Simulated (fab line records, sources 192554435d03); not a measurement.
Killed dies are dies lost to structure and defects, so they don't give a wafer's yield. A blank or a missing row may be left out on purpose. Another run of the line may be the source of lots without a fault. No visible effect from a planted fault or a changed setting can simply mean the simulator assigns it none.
fab line records ; flow n5_finfet
record: lots: 10; wafers: 30; last_day: 20
route steps=1938 shown PMOS_HMC_CHANNEL_EPI@89 FIN_SAQP@97 BEOL_M4@1111 PASSIVATION@1936
lots that met no fault: from a run of the same line without faults
start_h: hours from the record's opening day to when the first of the lot's shown wafers began ; wait_h: hours elapsed since this lot's preceding step ; " same as the row above ; L1.1+2: a row that stands for several wafers ; - value missing, or start not given ; * or withheld: withheld ; < > ~ a bound
route shown NAME@n: a module of which the file shows steps, and the number in the route of the first ; usual: average and standard deviation across the fault-free wafers ; same: alike in all rows ; chamber/n: place in a boat ; sites: the reading at each site ; _std_site: how widely they spread, as a standard deviation ; _edge_site: inner sites' mean taken away from outer sites' mean ; radius_mm: how far each site lies from the wafer's centre ; mask NAME#n: copy n ; behind: the most recent tool/chamber to have shaped the wafer ; hold: why the lot went on hold/how many hours it stayed there/how the hold came to an end ; device: the n, p or np transistor that did not switch ; end of line: the route-end tests of the same wafers ; a step with no rows: only its recipe ; killed: dies that structure and defects cost at the first sort, which is not the same as the wafer's yield ; map: a wafer's dies, x killed, . not, _ none there
set.NAME: the setting the step ran with; set.NAME@STEP: the setting that earlier step ran with ; model.NAME: the simulator's own value behind a step, which no gauge read
route steps across a sampled set of lots; one table per step, one row per wafer
services: from which hour (start_h, from the record's first day; less than 0 if before it) a tool's chamber was out of use, for how many hours, and why
== steps ==
step: N5_PMOS_HMC_CHANNEL_EPI_INSPECT_30
recipe: inspect_instrument: darkfield; mode: post_epi
usual: raw_defect_count: 19/6.9
lot.wafer;tool;chamber;start_h;wait_h;raw_defect_count
L666.1;defect_inspect-01;-;26.55;0.0;13
L666.4;defect_inspect-01;-;26.55;0.0;33
L666.5;defect_inspect-01;-;26.55;0.0;20
L667.3;defect_inspect-01;-;32.45;0.0;11
L667.4;defect_inspect-01;-;32.45;0.0;16
L667.5;defect_inspect-01;-;32.45;0.0;8
L670.3;defect_inspect-02;-;50.14;0.0;27
L670.4;defect_inspect-02;-;50.14;0.0;16
L670.6;defect_inspect-02;-;50.14;0.0;9
L671.2;defect_inspect-02;-;56.50;0.0;22
L671.4;defect_inspect-02;-;56.50;0.0;14
L671.6;defect_inspect-02;-;56.50;0.0;23
L672.2;defect_inspect-01;-;62.64;0.0;24
L672.3;defect_inspect-01;-;62.64;0.0;13
L672.5;defect_inspect-01;-;62.64;0.0;18
L674.1;defect_inspect-01;-;74.91;0.0;27
L674.2;defect_inspect-01;-;74.91;0.0;19
L674.6;defect_inspect-01;-;74.91;0.0;32
L675.2;defect_inspect-01;-;80.94;0.0;9
L675.4;defect_inspect-01;-;80.94;0.0;16
L675.5;defect_inspect-01;-;80.94;0.0;25
L684.3;defect_inspect-02;-;134.47;0.0;16
L684.5;defect_inspect-02;-;134.47;0.0;17
L684.6;defect_inspect-02;-;134.47;0.0;24
L687.1;defect_inspect-01;-;152.49;0.0;13
L687.2;defect_inspect-01;-;152.49;0.0;28
L687.4;defect_inspect-01;-;152.49;0.0;18
L688.3;defect_inspect-01;-;158.33;0.0;17
L688.5;defect_inspect-01;-;158.33;0.0;22
L688.6;defect_inspect-01;-;158.33;0.0;14
step: N5_FIN_SAQP_THK_MEAS_05
usual: thk_nm: 38.0/0.5
lot.wafer;tool;chamber;start_h;wait_h;thk_nm
L666.1;film_metro-01;-;28.93;0.1;38.3
L666.4;film_metro-01;-;28.93;0.1;39.0
L666.5;film_metro-01;-;28.93;0.1;38.6
L667.3;film_metro-01;-;33.58;0.1;37.5
L667.4;film_metro-01;-;33.58;0.1;38.1
L667.5;film_metro-01;-;33.58;0.1;38.2
L670.3;film_metro-02;-;51.66;0.1;37.5
L670.4;film_metro-02;-;51.66;0.1;38.1
L670.6;film_metro-02;-;51.66;0.1;38.0
L671.2;film_metro-01;-;57.36;0.1;37.3
L671.4;film_metro-01;-;57.36;0.1;37.9
L671.6;film_metro-01;-;57.36;0.1;37.9
L672.2;film_metro-01;-;63.93;0.1;38.0
L672.3;film_metro-01;-;63.93;0.1;38.1
L672.5;film_metro-01;-;63.93;0.1;38.4
L674.1;film_metro-01;-;75.57;0.1;37.9
L674.2;film_metro-01;-;75.57;0.1;37.8
L674.6;film_metro-01;-;75.57;0.1;38.3
L675.2;film_metro-01;-;81.75;0.1;37.9
L675.4;film_metro-01;-;81.75;0.1;37.9
L675.5;film_metro-01;-;81.75;0.1;38.4
L684.3;film_metro-02;-;135.24;0.1;38.4
L684.5;film_metro-02;-;135.24;0.1;38.5
L684.6;film_metro-02;-;135.24;0.1;39.4
L687.1;film_metro-01;-;153.24;0.1;38.2
L687.2;film_metro-01;-;153.24;0.1;39.0
L687.4;film_metro-01;-;153.24;0.1;39.5
L688.3;film_metro-02;-;159.11;0.1;37.7
L688.5;film_metro-02;-;159.11;0.1;38.3
L688.6;film_metro-02;-;159.11;0.1;38.5
step: N5_FIN_SAQP_PECVD_48
recipe: material: SiNx; target_thk_a: 250; temp_c: 400; precursor: SiH4/NH3/N2; pressure_torr: 1.5; rf_w: 300; time_s: 22.1
usual: heater_power_w: 729/89; showerhead_plenum_p_Torr: 5.12/0.078; throttle_valve_pct: 39.8/1.6
lot.wafer;tool;chamber;start_h;wait_h;heater_power_w;showerhead_plenum_p_Torr;throttle_valve_pct
L666.1;pecvd-04;1;29.01;0.0;757;5.18;38.0
L666.4;pecvd-04;1;29.01;0.0;734;5.18;38.2
L666.5;pecvd-04;2;29.01;0.0;705;5.10;44.8
L667.3;pecvd-01;1;33.66;0.0;829;4.97;37.5
L667.4;pecvd-01;2;33.66;0.0;610;5.07;40.6
L667.5;pecvd-01;0;33.66;0.0;775;5.13;40.1
L670.3;pecvd-02;1;51.74;0.0;737;5.23;39.5
L670.4;pecvd-02;0;51.74;0.0;826;5.19;41.6
L670.6;pecvd-02;1;51.74;0.0;742;5.23;39.9
L671.2;pecvd-01;1;57.44;0.0;761;4.97;38.0
L671.4;pecvd-01;2;57.44;0.0;610;5.06;40.6
L671.6;pecvd-01;0;57.44;0.0;796;5.14;40.2
L672.2;pecvd-04;1;64.03;0.0;801;5.18;37.8
L672.3;pecvd-04;1;64.03;0.0;778;5.19;38.1
L672.5;pecvd-04;1;64.03;0.0;805;5.18;38.0
L674.1;pecvd-04;0;75.67;0.0;590;5.14;41.0
L674.2;pecvd-04;1;75.67;0.0;741;5.17;37.9
L674.6;pecvd-04;1;75.67;0.0;752;5.19;38.0
L675.2;pecvd-01;2;81.83;0.0;612;5.07;40.4
L675.4;pecvd-01;2;81.83;0.0;639;5.08;40.6
L675.5;pecvd-01;0;81.83;0.0;810;5.15;40.6
L684.3;pecvd-04;0;135.36;0.0;592;5.15;41.2
L684.5;pecvd-04;1;135.36;0.0;832;5.18;38.2
L684.6;pecvd-04;0;135.36;0.0;585;5.14;41.6
L687.1;pecvd-01;0;153.32;0.0;694;5.16;41.1
L687.2;pecvd-01;1;153.32;0.0;816;4.98;37.6
L687.4;pecvd-01;1;153.32;0.0;823;4.98;37.7
L688.3;pecvd-04;1;159.23;0.0;692;5.19;38.1
L688.5;pecvd-04;1;159.23;0.0;711;5.18;37.9
L688.6;pecvd-04;0;159.23;0.0;629;5.14;41.3
step: N5_FIN_SAQP_PEB_14
recipe: peb_temp_c: withheld; peb_time_s: 60; resist: CAR-ArF
lot.wafer;tool;chamber;start_h;wait_h
L666.1+4+5;litho_track-03;0;29.55;0.1
L667.3+4+5;litho_track-02;0;34.20;0.0
L670.3+4+6;litho_track-03;0;52.18;0.0
L671.2+4+6;litho_track-02;0;58.01;0.0
L672.2+3+5;litho_track-02;0;64.62;0.0
L674.1+2+6;litho_track-03;0;76.14;0.1
L675.2+4+5;litho_track-03;0;82.40;0.0
L684.3+5+6;litho_track-02;0;135.83;0.0
L687.1+2+4;litho_track-04;0;153.86;0.1
L688.3+5+6;litho_track-04;0;159.80;0.0
step: N5_FIN_SAQP_CD_MEAS_16
recipe: target_cd_nm: 35.6; landing_energy_ev: 500; detector: se_inlens
usual: cd_nm: 35.6/0.34
lot.wafer;tool;chamber;start_h;wait_h;cd_nm
L666.1;cd_sem-01;0;29.62;-;35.1
L666.4;cd_sem-01;0;29.62;-;34.8
L666.5;cd_sem-01;0;29.62;-;35.0
L667.3;cd_sem-01;0;34.27;-;36.1
L667.4;cd_sem-01;0;34.27;-;36.2
L667.5;cd_sem-01;0;34.27;-;35.7
L670.3;cd_sem-02;0;52.25;-;35.4
L670.4;cd_sem-02;0;52.25;-;35.0
L670.6;cd_sem-02;0;52.25;-;35.1
L671.2;cd_sem-03;0;58.08;-;35.8
L671.4;cd_sem-03;0;58.08;-;35.9
L671.6;cd_sem-03;0;58.08;-;36.1
L672.2;cd_sem-02;0;64.69;-;35.5
L672.3;cd_sem-02;0;64.69;-;35.3
L672.5;cd_sem-02;0;64.69;-;35.6
L674.1;cd_sem-01;0;76.21;-;38.3
L674.2;cd_sem-01;0;76.21;-;38.2
L674.6;cd_sem-01;0;76.21;-;38.6
L675.2;cd_sem-02;0;82.47;-;38.0
L675.4;cd_sem-02;0;82.47;-;38.6
L675.5;cd_sem-02;0;82.47;-;38.2
L684.3;cd_sem-02;0;135.90;-;35.7
L684.5;cd_sem-02;0;135.90;-;36.1
L684.6;cd_sem-02;0;135.90;-;35.7
L687.1;cd_sem-01;0;153.93;-;35.9
L687.2;cd_sem-01;0;153.93;-;35.6
L687.4;cd_sem-01;0;153.93;-;35.4
L688.3;cd_sem-01;0;159.88;-;35.7
L688.5;cd_sem-01;0;159.88;-;35.6
L688.6;cd_sem-01;0;159.88;-;35.3
step: N5_BEOL_M4_RC_MEAS_101
usual: DIBL_N: 36.3/1.6; DIBL_P: 36.4/2.1; IOFF_N: 0.16/0.032; IOFF_P: 0.22/0.044; ION_N: 675/12; ION_P: 463/8.3; SS_N: 71.6/0.64; SS_P: 73.3/0.67; VT_N: 250/3.3; VT_P: -250/3.7
lot.wafer;tool;chamber;start_h;wait_h;DIBL_N[mV/V];DIBL_P[mV/V];IOFF_N[nA/um];IOFF_P[nA/um];ION_N[uA/um];ION_P[uA/um];SS_N[mV/dec];SS_P[mV/dec];VT_N[mV];VT_P[mV]
L667.3;prober-01;0;209.26;0.3;37.6;38.7;0.17;0.21;675;462;72.0;73.9;248;-250
L667.4;prober-01;0;209.26;0.3;35.8;35.3;0.13;0.16;672;452;71.6;72.1;252;-256
L667.5;prober-01;0;209.26;0.3;35.0;35.0;0.12;0.16;666;455;70.9;72.7;252;-255
L666.1;prober-01;0;227.39;0.0;33.7;33.5;0.13;0.19;671;471;71.2;72.6;252;-249
L666.4;prober-01;0;227.39;0.0;33.8;33.5;0.12;0.19;659;464;71.0;73.0;254;-249
L666.5;prober-01;0;227.39;0.0;35.0;35.4;0.15;0.22;664;463;71.5;72.8;250;-251
L671.2;prober-01;0;231.91;0.2;35.5;36.4;0.16;0.22;679;465;71.4;73.5;248;-251
L671.4;prober-01;0;231.91;0.2;35.7;36.0;0.15;0.21;668;457;71.8;72.9;251;-248
L671.6;prober-01;0;231.91;0.2;34.7;34.5;0.13;0.18;663;451;71.7;73.5;253;-250
L670.3;prober-02;0;232.50;0.3;36.3;35.5;0.15;0.19;674;463;70.6;73.7;251;-251
L670.4;prober-02;0;232.50;0.3;35.1;33.6;0.13;0.17;667;462;70.5;73.0;250;-252
L670.6;prober-02;0;232.50;0.3;37.4;36.4;0.18;0.21;694;471;71.2;72.5;246;-254
L672.2;prober-01;0;252.46;0.2;36.8;38.9;0.19;0.26;690;472;71.3;74.1;249;-248
L672.3;prober-01;0;252.46;0.2;36.9;38.7;0.19;0.26;682;471;71.8;73.6;249;-248
L672.5;prober-01;0;252.46;0.2;37.2;40.1;0.20;0.29;697;486;71.9;74.9;247;-245
L674.1;prober-02;0;257.00;0.0;35.4;35.7;0.15;0.18;665;457;71.2;72.8;251;-254
L674.2;prober-02;0;257.00;0.0;37.9;38.7;0.21;0.23;697;468;71.7;74.1;246;-250
L674.6;prober-02;0;257.00;0.0;36.7;37.3;0.18;0.20;674;454;71.2;73.0;249;-251
L675.2;prober-01;0;284.45;0.2;37.5;36.6;0.17;0.23;674;463;71.9;73.4;247;-249
L675.4;prober-01;0;284.45;0.2;38.0;38.8;0.20;0.28;689;475;71.8;73.5;246;-247
L675.5;prober-01;0;284.45;0.2;37.4;37.6;0.18;0.25;680;464;71.6;73.1;247;-244
L684.3;prober-02;0;317.36;0.3;34.3;32.5;0.10;0.13;642;435;70.7;72.8;257;-258
L684.5;prober-02;0;317.36;0.3;34.8;33.8;0.12;0.14;676;460;71.0;73.8;253;-256
L684.6;prober-02;0;317.36;0.3;33.7;31.3;0.09;0.12;651;442;70.2;71.9;258;-259
L687.1;prober-02;0;354.48;0.0;35.4;36.1;0.13;0.16;665;456;71.8;72.6;254;-253
L687.2;prober-02;0;354.48;0.0;34.7;35.6;0.13;0.16;662;456;71.1;73.2;252;-256
L687.4;prober-02;0;354.48;0.0;40.7;41.8;0.24;0.26;697;463;73.0;74.2;245;-247
L688.3;prober-01;0;381.41;0.3;35.7;34.9;0.15;0.21;665;459;71.9;72.9;250;-250
L688.5;prober-01;0;381.41;0.3;37.1;36.6;0.17;0.23;670;462;72.6;73.0;248;-248
L688.6;prober-01;0;381.41;0.3;35.8;35.0;0.15;0.21;680;463;72.4;72.9;253;-251
step: N5_PASSIVATION_PROBE_49
usual: defect_limited_yield: 91.4/1.2; killed_at_M0_to_M3: 35/11; killed_at_M4_up: 14/6; killed_at_contacts: 12/6.7; killed_at_front_end: 37/9.7; killed_at_other: 3.5/2.5; killed_dies: 102/15; killed_open: 67/12; killed_short: 33/7.3; sort_bin_5_function: 5.1/0.81; sort_bin_6_memory: 3.2/0.65; sort_bin_8_speed: 0.00/0.021; sort_n_pass: 1078/15; sort_yield_pct: 91.4/1.2
same: gross_dies: 1180; killed_at_back_side: 0; sort_bin_4_leakage[%]: 0
lot.wafer;tool;chamber;start_h;wait_h;defect_limited_yield[%];killed_at_M0_to_M3;killed_at_M4_up;killed_at_contacts;killed_at_front_end;killed_at_other;killed_dies;killed_open;killed_short;sort_bin_5_function[%];sort_bin_6_memory[%];sort_bin_8_speed[%];sort_n_pass;sort_yield_pct[%]
L674.1;prober-02;-;360.54;0.0;92.6;38;8;23;16;2;87;55;30;4.0;3.0;0;1093;92.6
L674.6;prober-02;-;360.79;0.3;90.1;36;13;26;38;4;117;78;34;6.3;3.0;0;1063;90.1
L675.2;prober-02;-;390.24;0.1;91.9;34;7;10;39;5;95;63;31;4.7;3.1;0;1085;91.9
L675.4;prober-02;-;390.34;0.2;91.2;38;14;5;42;5;104;58;43;4.7;3.5;0;1076;91.2
killed by level:class
L674.1 BEOL_M2:geometric_particle:open=21 MOL_CONTACT_COAG:geometric_particle:open=16 MOL_CONTACT_COAG:geometric_particle:short=7 STI_FIN_REVEAL:geometric_particle:open=5 BEOL_M0_SAQP:geometric_particle:short=5 GATE_CUT:geometric_particle:short=4 BEOL_M2:geometric_particle:short=4 BEOL_M3:geometric_particle:open=3
L674.6 MOL_CONTACT_COAG:geometric_particle:open=17 STI_FIN_REVEAL:geometric_particle:open=9 BEOL_M2:geometric_particle:open=9 BEOL_M3:geometric_particle:open=8 MOL_CONTACT_COAG:geometric_particle:short=7 DUMMY_GATE:geometric_particle:open=6 BEOL_M4:geometric_particle:open=6 BEOL_M0_SAQP:geometric_particle:short=5
L675.2 BEOL_M3:geometric_particle:open=12 STI_FIN_REVEAL:geometric_particle:open=9 MOL_CONTACT_COAG:geometric_particle:open=9 FIN_SAQP:geometric_particle:short=8 FIN_SAQP:geometric_particle:open=6 BEOL_M1:geometric_particle:open=6 DUMMY_GATE:geometric_particle:open=3 GATE_CUT:geometric_particle:short=3
L675.4 BEOL_M0_SAQP:geometric_particle:short=12 BEOL_M3:geometric_particle:open=10 GATE_CUT:geometric_particle:open=7 BEOL_M0_SAQP:geometric_particle:open=7 FIN_SAQP:geometric_particle:short=6 FIN_SAQP:geometric_particle:open=4 STI_FIN_REVEAL:geometric_particle:open=4 GATE_CUT:geometric_particle:short=4
== services ==
tool;chamber;start_h;hours;kind
pecvd-02;2;20.10;2.1;scheduled_down
pecvd-01;2;26.41;2.1;scheduled_down
pecvd-02;1;43.30;5.5;scheduled_down
pecvd-04;2;47.96;119.5;repair
pecvd-01;-;49.88;6.0;pm
pecvd-02;0;79.41;2.1;scheduled_down
litho_track-04;-;87.69;-;consumable_replace:filter
pecvd-02;2;89.24;5.5;scheduled_down
pecvd-01;-;98.70;0.7;repair
pecvd-04;0;100.95;2.1;scheduled_down
pecvd-01;-;102.70;4.3;pm
pecvd-01;1;128.31;13.7;repair
pecvd-01;2;144.47;3.6;repair
pecvd-04;1;148.95;6.2;repair
pecvd-01;-;152.19;0.9;repair
litho_track-02;-;157.06;-;consumable_replace:filter
== key ==
first_sign: step: N5_FIN_SAQP_CD_MEAS_16; reading: cd_nm; direction: up; sigmas: 8.2; usual: 35.6; struck: 38.3
effect none on later readings
met_at N5_FIN_SAQP_PEB_14
struck_lots L674,L675
not_acting_at N5_PMOS_HMC_CHANNEL_EPI_INSPECT_30,N5_FIN_SAQP_THK_MEAS_05,N5_FIN_SAQP_PECVD_48
onset_between 52.18 76.14
fault: kind: process_parameter_drift; tool: litho_track-03; chamber: -; onset_h: 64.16; steps: N5_FIN_SAQP_PEB_14; channel: peb_temp_c; offset: withheld; shape: step; end_h: 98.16; acts_in: *
